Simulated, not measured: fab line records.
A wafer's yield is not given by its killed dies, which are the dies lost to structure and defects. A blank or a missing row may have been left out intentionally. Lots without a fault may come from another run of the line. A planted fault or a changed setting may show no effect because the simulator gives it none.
fab line records | flow n5_finfet
[record] lots = 7 wafers = 21 last_day = 18
route steps=1938 shown ZERO_LAYER@3 BEOL_M4@1111 PASSIVATION@1936
lots that met no fault: taken from a fault-free run of the same line
start_h: start of the lot's first displayed wafer, in hours after the record's first day | wait_h: hours from the lot's prior step to this one | " same as the row above | L1.1+2: several wafers, shown together as one row | - either no value or no given start | * or withheld: withheld | < > ~ a bound
route shown NAME@n: NAME is a module with steps in the file, n the number in the route of the first one | usual: the fault-free wafers' mean and standard deviation | same: alike in all rows | chamber/n: place in a boat | sites: each site's reading | _std_site: their standard deviation | _edge_site: outer sites' mean less inner sites' | radius_mm: for every site, how far away it sits from the centre of the wafer | mask NAME#n: copy n | behind: the tool/chamber that last shaped the wafer | hold: what put the lot on hold/how long, in hours/how the hold closed | device: which transistor (n, p or np) failed to switch | end of line: the route-end tests of the same wafers | where a step has no rows: the recipe by itself | killed: the dies lost at the first sort to structure and to defects; this is not the yield of the wafer | map: the dies of a wafer, with x for killed, . for not killed, _ for no die there
set.NAME: setting as actually run; set.NAME@STEP: the setting as run at that earlier step | model.NAME: the simulator's own value behind a step, which no gauge read
lots seen at some steps along the route; tables by step, rows by wafer
services: when a tool's chamber went out of use (start_h, in hours from the record's first day, below 0 if earlier), for how many hours, and the reason
[[steps]]
[step N5_ZERO_LAYER_SRD_01]
[recipe] time_s = 30 temp_c = 23 rinse_liquid = diw dry = n2_spin spin_rpm = 1500 dry_time_s = 30
[step N5_ZERO_LAYER_PECVD_02]
[recipe] material = SiO2 target_thk_a = 100 temp_c = 400 precursor = SiH4/N2O pressure_torr = 0.75 rf_w = 275 time_s = 6
[usual] heater_power_outer_w = 468/38 heater_power_w = 804/66 showerhead_plenum_p_Torr = 8.16/0.12
// columns lot.wafer tool chamber start_h wait_h heater_power_outer_w heater_power_w showerhead_plenum_p_Torr
L118.1 pecvd-03 2 12.28 0.0 437 755 8.18
L118.2 " 1 " " 436 753 7.98
L118.5 " 2 " " 451 771 8.20
L125.1 pecvd-03 1 54.28 0.0 477 816 7.98
L125.3 " 2 " " 396 740 8.15
L125.5 " 0 " " 486 832 8.03
L128.2 pecvd-01 0 72.28 0.0 460 783 8.27
L128.3 " 0 " " 465 789 8.24
L128.5 " 0 " " 463 758 8.24
L129.1 pecvd-01 1 78.28 0.0 521 949 8.30
L129.4 " 1 " " 527 957 8.28
L129.5 " 1 " " 533 920 8.28
L134.1 pecvd-01 1 108.28 0.0 511 927 8.30
L134.5 " 1 " " 506 936 8.29
L134.6 " 1 " " 519 929 8.28
L138.2 pecvd-04 0 132.28 0.0 483 773 8.30
L138.5 " 0 " " 469 749 8.32
L138.6 " 1 " " 455 736 8.22
L141.1 pecvd-01 0 150.28 0.0 420 723 8.26
L141.3 " 2 " " 539 820 8.06
L141.6 " 1 " " 414 771 8.31
[step N5_ZERO_LAYER_HMDS_04]
[recipe] time_s = 60 temp_c = 120
[step N5_ZERO_LAYER_COAT_05]
[recipe] spin_rpm = 1500 resist_thk_nm = 1000
[step N5_ZERO_LAYER_EBR_07]
[recipe] solvent = PGMEA ebr_width_mm = 1.5
[step N5_ZERO_LAYER_SOFTBAKE_06]
[recipe] temp_c = 100 time_s = 90
[step N5_ZERO_LAYER_EXPOSE_08]
[recipe] mask_id = ZERO na = 0.55 source_shape = conventional sigma_outer = 0.8 polarization = unpolarized defocus_nm = 0 target_cd_nm = 2000 dose_mj = 16.2
[step N5_ZERO_LAYER_PEB_09]
[recipe] peb_temp_c = withheld peb_time_s = *
[step N5_ZERO_LAYER_DEVELOP_10]
[recipe] develop_time_s = 60 rinse_liquid = diw dry = air_spin dev_temp_c = 21
[step N5_ZERO_LAYER_HARDBAKE_23]
[recipe] temp_c = 130 time_s = 120
[step N5_ZERO_LAYER_CD_MEAS_11]
[recipe] target_cd_nm = 2000 landing_energy_ev = 500 detector = se_inlens
[usual] cd_nm = 2000.1/1.5
[same] landing_energy_ev = 500
// columns lot.wafer tool chamber start_h wait_h cd_nm
L118.1 cd_sem-01 0 12.64 - 1999.4
L118.2 " 0 " " 2001.9
L118.5 " 0 " " 2000.4
L125.1 cd_sem-01 0 54.64 - 1997.5
L125.3 " 0 " " 1999.3
L125.5 " 0 " " 1998.8
L128.2 cd_sem-02 0 72.67 - 1998.1
L128.3 " 0 " " 1999.5
L128.5 " 0 " " 2000.1
L129.1 cd_sem-01 0 78.66 - 2000.8
L129.4 " 0 " " 2000.3
L129.5 " 0 " " 2002.4
L134.1 cd_sem-03 0 108.86 - 2000.5
L134.5 " 0 " " 1999.8
L134.6 " 0 " " 2001.3
L138.2 cd_sem-03 0 132.77 - 2000.1
L138.5 " 0 " " 2000.8
L138.6 " 0 " " 1997.6
L141.1 cd_sem-02 0 150.64 - 2000.5
L141.3 " 0 " " 1999.9
L141.6 " 0 " " 1999.0
[step N5_ZERO_LAYER_DESCUM_16]
[recipe] chemistry = O2 time_s = 7.9 source_power_w = 50 bias_power_w = 20 pressure_mtorr = 20 rf_frequency_hz = 2.712e+07 temp_c = 40 o2_flow_sccm = 225
[usual] bias_power_w = 20.00/0.055 drypump_motor_current_A = 6.0/0.43 oes_product_au = 0.79/0.073 rf_vpp_V = 242.9/1.4 showerhead_plenum_p_Torr = 2.08/0.074 throttle_valve_pct = 20.49/0.23
// columns lot.wafer tool chamber start_h wait_h bias_power_w drypump_motor_current_A oes_product_au rf_hours_counter_h rf_vpp_V showerhead_plenum_p_Torr throttle_valve_pct
L118.1 rie_diel-02 3 12.83 0.2 20.06 5.3 0.90 24 242.3 2.04 20.43
L118.2 " 0 " " 20.03 6.5 0.72 183 244.0 2.17 20.41
L118.5 " 1 " " 20.00 5.9 0.86 - 242.1 2.05 20.35
L125.1 rie_diel-02 1 54.71 0.1 20.06 5.8 0.86 64 242.2 2.05 20.37
L125.3 " 2 " " 19.94 6.7 0.73 182 243.1 1.99 20.53
L125.5 " 1 " " 20.04 5.8 0.85 - 241.7 2.05 20.40
L128.2 rie_diel-02 2 72.71 0.0 19.94 6.7 0.73 187 242.5 1.99 20.53
L128.3 " 1 " " 19.99 5.9 0.84 69 244.3 2.04 20.39
L128.5 " 3 " " 20.03 5.3 0.87 - 242.7 2.04 20.46
L129.1 rie_diel-02 1 78.79 0.1 19.95 5.9 0.84 70 242.2 2.04 20.39
L129.4 " 3 " " 20.07 5.3 0.87 45 242.5 2.04 20.46
L129.5 " 0 " " 19.96 6.5 0.70 - 244.4 2.16 20.46
L134.1 rie_diel-02 0 108.90 0.0 20.04 6.5 0.70 211 244.3 2.16 20.48
L134.5 " 1 " " 19.87 5.9 0.83 - 242.1 2.04 20.41
L134.6 " 0 " " 20.07 6.4 0.71 - 243.6 2.16 20.48
L138.2 rie_diel-03 1 132.81 0.0 19.97 6.2 0.79 115 240.8 1.93 20.36
L138.5 " 1 " " 19.97 6.2 0.78 - 239.3 1.93 20.36
L138.6 " 2 " " 19.89 5.9 0.71 - 242.5 2.08 20.76
L141.1 rie_diel-01 3 150.68 0.0 20.09 6.0 0.74 167 243.0 2.08 20.44
L141.3 " 1 " " 20.07 6.3 0.90 22 242.8 2.05 20.55
L141.6 " 0 " " 19.98 5.9 0.78 - 243.1 2.11 20.52
[step N5_ZERO_LAYER_ETCH_17]
[recipe] chemistry = CF4 target = SiO2 target_depth_a = 120 time_s = 13.3 ion_energy_ev = 350 pressure_mtorr = 40 source_w = 450 bias_w = 215 Ar_flow_sccm = 100 cf4_flow_sccm = 100
[usual] drypump_motor_current_A = 6.0/0.43 oes_product_au = 0.79/0.075 rf_vpp_V = 948/4.5 showerhead_plenum_p_Torr = 2.13/0.072 throttle_valve_pct = 15.70/0.23
// columns lot.wafer tool chamber start_h wait_h drypump_motor_current_A oes_product_au rf_hours_counter_h rf_vpp_V showerhead_plenum_p_Torr throttle_valve_pct model.coat_of_ZERO_LAYER_COAT_05.thk_nm model.etch.depth_nm
L118.1 rie_diel-02 3 12.86 0.0 5.3 0.91 24 946 2.10 15.63 967 12.4
L118.2 " 0 " " 6.5 0.71 183 953 2.22 15.69 967 11.78
L118.5 " 1 " " 5.9 0.87 - 947 2.09 15.51 966.8 12.39
L125.1 rie_diel-02 1 54.75 0.0 5.9 0.85 64 945 2.09 15.52 973.7 12.23
L125.3 " 2 " " 6.7 0.72 182 943 2.04 15.76 973.6 11.69
L125.5 " 1 " " 5.9 0.85 - 946 2.09 15.50 972.8 12.26
L128.2 rie_diel-02 2 72.74 0.0 6.7 0.98 187 942 2.04 15.82 962.6 18.48
L128.3 " 1 " " 5.9 0.85 69 946 2.09 15.54 971.4 12.35
L128.5 " 3 " " 5.3 0.87 - 946 2.09 15.66 969.6 12.25
L129.1 rie_diel-02 1 78.82 0.0 5.9 1.15 70 945 2.09 15.55 961.9 19.47
L129.4 " 3 " " 5.3 0.87 45 946 2.09 15.67 966.8 12.24
L129.5 " 0 " " 6.5 0.70 - 952 2.21 15.73 966.3 11.66
L134.1 rie_diel-02 0 108.94 0.0 6.5 0.96 211 954 2.21 15.79 966.5 18.64
L134.5 " 1 " " 5.9 0.85 - 945 2.09 15.55 973.7 12.44
L134.6 " 0 " " 6.5 0.69 - 954 2.21 15.72 974.1 11.76
L138.2 rie_diel-03 1 132.84 0.0 6.1 0.79 115 941 1.99 15.56 970.3 11.81
L138.5 " 1 " " 6.1 0.78 - 939 1.99 15.59 971 11.79
L138.6 " 2 " " 6.0 0.71 - 948 2.13 15.97 968.5 12.05
L141.1 rie_diel-01 3 150.71 0.0 6.0 0.75 167 948 2.14 15.74 974.7 12.06
L141.3 " 1 " " 6.3 0.92 22 945 2.10 15.74 971.2 12.29
L141.6 " 0 " " 5.9 0.79 - 950 2.15 15.71 970.3 12.05
[step N5_ZERO_LAYER_ETCH_18]
[recipe] chemistry = HBr/Cl2 target = Si target_depth_a = 1200 time_s = 40 pressure_mtorr = 10 icp_w = 800 bias_w = 75 HBr_flow_sccm = 150 Cl2_flow_sccm = 80
[usual] drypump_motor_current_A = 5.7/0.39 oes_product_au = 1.011/0.013 throttle_valve_pct = 36.28/0.29
// columns lot.wafer tool chamber start_h wait_h drypump_motor_current_A oes_product_au rf_hours_counter_h throttle_valve_pct model.coat_of_ZERO_LAYER_COAT_05.thk_nm
L118.1 rie_si-04 3 12.93 0.0 6.0 1.030 8 35.86 926.3
L118.2 " 0 " " 5.9 1.003 112 36.33 926.7
L118.5 " 0 " " 5.9 1.007 - 36.31 926.8
L125.1 rie_si-03 0 54.82 0.0 5.8 1.020 107 36.21 934.1
L125.3 " 2 " " 5.0 1.014 95 36.29 933.7
L125.5 " 1 " " 6.3 1.012 - 36.12 934
L128.2 rie_si-03 3 72.81 0.0 5.1 1.010 177 36.81 922.5
L128.3 " 1 " " 6.3 1.017 127 36.10 932.2
L128.5 " 2 " " 5.0 1.020 - 36.28 929.2
L129.1 rie_si-03 0 78.89 0.0 5.8 1.020 108 36.23 922.7
L129.4 " 1 " " 6.3 1.012 127 36.12 927.9
L129.5 " 3 " " 5.1 1.004 - 36.82 926.2
L134.1 rie_si-04 3 109.01 0.0 6.0 1.025 10 35.85 925.9
L134.5 " 0 " " 5.9 1.004 - 36.33 933.8
L134.6 " 3 " " 6.0 1.030 - 35.84 933.3
L138.2 rie_si-06 0 132.92 0.0 5.8 1.016 14 36.11 930.2
L138.5 " 2 " " 5.9 0.999 - 36.62 931.5
L138.6 " 3 " " 6.1 1.015 - 36.03 927.8
L141.1 rie_si-06 1 150.79 0.0 5.7 0.976 33 35.97 934.5
L141.3 " 3 " " 6.2 1.009 145 36.03 931.4
L141.6 " 1 " " 5.7 0.973 - 35.96 930.2
[step N5_ZERO_LAYER_STRIP_24]
[recipe] chemistry = O2 power_w = 1000 temp_c = 250 overash_fraction = 0.3 pressure_mtorr = 1000 o2_flow_sccm = 6750
[usual] drypump_motor_current_A = 5.6/0.35 heater_power_w = 337/23 oes_product_au = 0.647/0.0044 strip_time_to_endpoint_s = 43.88/0.096
// columns lot.wafer tool chamber start_h wait_h drypump_motor_current_A heater_power_w oes_product_au rf_hours_counter_h strip_time_to_endpoint_s
L118.1 plasma_asher-01 1 13.05 0.1 5.7 314 0.651 26 43.73
L118.2 " 0 " " 4.9 329 0.647 26 43.75
L118.5 " 0 " " 4.9 331 0.645 - 43.70
L125.1 plasma_asher-01 0 54.92 0.1 5.0 323 0.649 35 43.95
L125.3 " 1 " " 5.7 323 0.651 - 43.95
L125.5 " 1 " " 5.7 320 0.648 - 43.96
L128.2 plasma_asher-01 1 73.06 0.2 5.7 312 0.649 39 43.62
L128.3 " 1 " " 5.7 316 0.645 - 43.89
L128.5 " 1 " " 5.7 314 0.644 - 43.80
L129.1 plasma_asher-02 1 79.00 0.1 5.6 371 0.645 87 43.62
L129.4 " 0 " " 5.9 316 0.645 - 43.77
L129.5 " 0 " " 5.9 326 0.643 - 43.72
L134.1 plasma_asher-02 1 109.11 0.1 5.6 372 0.648 92 43.70
L134.5 " 1 " " 5.6 376 0.646 - 43.94
L134.6 " 0 " " 5.9 324 0.649 - 43.94
L138.2 plasma_asher-01 1 133.02 0.1 5.7 318 0.641 50 43.84
L138.5 " 0 " " 5.0 336 0.649 - 43.87
L138.6 " 1 " " 5.7 322 0.648 - 43.77
L141.1 plasma_asher-02 1 150.89 0.1 5.6 381 0.653 100 43.97
L141.3 " 1 " " 5.6 379 0.651 - 43.88
L141.6 " 1 " " 5.6 377 0.654 - 43.83
[step N5_BEOL_M4_RC_MEAS_101]
[usual] DIBL_N = 35.8/1.5 DIBL_P = 35.8/1.7 IOFF_N = 0.151/0.022 IOFF_P = 0.204/0.027 ION_N = 673/8.6 ION_P = 462/5.4 SS_N = 71.4/0.54 SS_P = 73.3/0.56 VT_N = 250.5/2.6 VT_P = -251/3.1
// columns lot.wafer tool chamber start_h wait_h DIBL_N[mV/V] DIBL_P[mV/V] IOFF_N[nA/um] IOFF_P[nA/um] ION_N[uA/um] ION_P[uA/um] SS_N[mV/dec] SS_P[mV/dec] VT_N[mV] VT_P[mV]
L118.1 prober-01 0 174.47 0.3 37.9 38.0 0.193 0.207 683 462 71.6 74.3 245.1 -253
L118.2 " 0 " " 36.8 37.3 0.169 0.190 681 455 71.8 73.7 246.6 -254
L118.5 " 0 " " 38.0 38.2 0.194 0.205 687 460 71.3 74.3 245.9 -252
L125.1 prober-01 0 215.69 0.0 34.5 33.9 0.128 0.189 653 454 71.4 72.8 253.5 -253
L125.3 " 0 " " 34.4 34.0 0.131 0.204 666 463 71.6 72.8 251.6 -250
L125.5 " 0 " " 35.5 35.2 0.143 0.216 664 458 71.8 73.4 252.8 -249
L128.2 prober-02 0 235.40 0.2 37.7 36.1 0.172 0.232 688 468 72.0 73.9 246.9 -248
L128.3 " 0 " " 36.6 35.4 0.158 0.226 675 468 71.0 73.9 250.1 -249
L128.5 " 0 " " 37.9 36.0 0.177 0.229 683 467 71.5 73.4 247.4 -248
L129.1 prober-02 0 240.96 0.0 35.0 36.2 0.126 0.157 659 454 71.2 73.0 254.7 -257
L129.4 " 0 " " 35.5 37.5 0.151 0.175 674 458 72.1 73.8 252.4 -256
L129.5 " 0 " " 33.6 34.3 0.116 0.140 661 456 71.2 72.9 257.5 -261
L134.1 prober-02 0 268.75 0.0 35.1 35.6 0.154 0.196 674 458 71.0 73.3 250.6 -251
L134.5 " 0 " " 34.8 34.9 0.151 0.184 665 459 70.8 73.3 252.8 -254
L134.6 " 0 " " 36.1 36.2 0.182 0.191 682 458 71.7 73.2 245.0 -252
L138.2 prober-02 0 296.78 0.2 39.0 39.5 0.177 0.281 683 472 71.6 72.7 249.9 -244
L138.5 " 0 " " 37.3 36.9 0.148 0.249 669 464 71.5 73.5 251.0 -245
L138.6 " 0 " " 37.9 36.9 0.151 0.234 670 468 72.2 73.4 253.8 -246
L141.1 prober-01 0 320.23 0.0 34.8 34.4 0.123 0.175 658 450 71.3 73.0 252.7 -256
L141.3 " 0 " " 35.6 35.6 0.141 0.196 672 464 71.1 73.5 252.4 -252
L141.6 " 0 " " 38.7 38.6 0.184 0.243 674 470 71.8 73.8 247.9 -249
[step N5_PASSIVATION_PROBE_49]
[usual] defect_limited_yield = 91.3/1.4 killed_at_M0_to_M3 = 33/10 killed_at_M4_up = 15/6.1 killed_at_contacts = 12/6.7 killed_at_front_end = 39/11 killed_at_other = 4/3.3 killed_dies = 103/16 killed_open = 68/12 killed_short = 34/7.2 sort_bin_5_function = 5.1/0.88 sort_bin_6_memory = 3.3/0.67 sort_n_pass = 1077/16 sort_yield_pct = 91.3/1.4
[same] gross_dies = 1180 killed_at_back_side = 0 sort_bin_4_leakage[%] = 0 sort_bin_8_speed[%] = 0
// columns lot.wafer tool chamber start_h wait_h defect_limited_yield[%] killed_at_M0_to_M3 killed_at_M4_up killed_at_contacts killed_at_front_end killed_at_other killed_dies killed_open killed_short sort_bin_5_function[%] sort_bin_6_memory[%] sort_n_pass sort_yield_pct[%]
L125.3 prober-02 - 329.27 0.1 92.5 24 16 9 37 3 89 57 32 4.5 2.7 1091 92.5
L128.2 prober-02 - 335.51 0.1 91.4 39 13 11 37 1 101 51 47 5.1 2.9 1079 91.4
L128.5 prober-02 - 335.66 0.2 92.5 45 13 3 24 4 89 51 38 5.0 2.2 1091 92.5
// killed by level:class
L125.3 MOL_CONTACT_COAG:geometric_particle:open=8 STI_FIN_REVEAL:geometric_particle:open=7 GATE_CUT:geometric_particle:short=7 BEOL_M4:geometric_particle:open=7 FIN_SAQP:geometric_particle:open=6 BEOL_M0_SAQP:geometric_particle:short=5 BEOL_M0_SAQP:geometric_particle:open=5 BEOL_M2:geometric_particle:open=5
L128.2 BEOL_M2:geometric_particle:open=15 FIN_SAQP:geometric_particle:short=6 ILD0:geometric_particle:short=6 MOL_CONTACT_COAG:geometric_particle:short=6 BEOL_M0_SAQP:geometric_particle:short=6 GATE_CUT:geometric_particle:short=5 MOL_CONTACT_COAG:geometric_particle:open=5 BEOL_M7:geometric_particle:open=5
L128.5 BEOL_M0_SAQP:geometric_particle:short=10 BEOL_M3:geometric_particle:short=8 BEOL_M1:geometric_particle:open=6 BEOL_M4:geometric_particle:open=6 ILD0:geometric_particle:short=5 BEOL_M0_SAQP:geometric_particle:open=5 BEOL_M0:geometric_particle:open=5 BEOL_M2:geometric_particle:open=5
[[services]]
// columns tool chamber start_h hours kind
rie_si-04 1 -8.53 20.1 repair
rie_si-04 0 -6.94 11.7 repair
rie_si-06 0 -6.44 14.6 repair
rie_diel-02 3 4.80 5.2 repair
rie_si-04 - 9.62 2.8 pm
pecvd-04 - 24.74 1.3 repair
rie_diel-03 0 29.10 15.9 repair
pecvd-01 2 29.84 5.5 scheduled_down
rie_diel-03 1 31.63 7.5 repair
pecvd-04 - 40.83 2.1 repair
rie_si-03 2 44.28 3.4 repair
pecvd-04 - 50.00 5.5 pm
pecvd-01 2 52.87 4.9 repair
pecvd-01 2 68.13 47.1 repair
rie_diel-02 - 82.58 1.0 repair
pecvd-04 - 84.63 2.7 repair
pecvd-01 1 95.33 5.5 scheduled_down
rie_si-06 - 99.55 0.6 repair
plasma_asher-02 - 101.13 2.2 repair
pecvd-03 - 104.19 1.8 repair
pecvd-01 0 104.45 10.6 repair
pecvd-01 - 111.11 0.8 repair
pecvd-03 2 149.29 10.5 repair
rie_si-04 2 150.20 4.2 repair
[[key]]
[first_sign] step = N5_ZERO_LAYER_ETCH_17 reading = oes_product_au direction = up sigmas = 3.2 usual = 0.79 struck = 1.03
effect none on later readings
[model_effect] step = N5_ZERO_LAYER_ETCH_17 value = coat_of_ZERO_LAYER_COAT_05.thk_nm without = 970.5 struck = 963.7
[model_effect] step = N5_ZERO_LAYER_ETCH_18 value = coat_of_ZERO_LAYER_COAT_05.thk_nm without = 930.5 struck = 923.7
met_at N5_ZERO_LAYER_ETCH_17
struck_wafers L128.2,L129.1,L134.1
onset_between 54.75 72.74
[fault] kind = process_parameter_drift tool = rie_diel-02 chamber = - onset_h = 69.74 steps = N5_ZERO_LAYER_ETCH_17 channel = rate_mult offset = 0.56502 shape = step end_h = 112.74 scope = struck_wafers_only
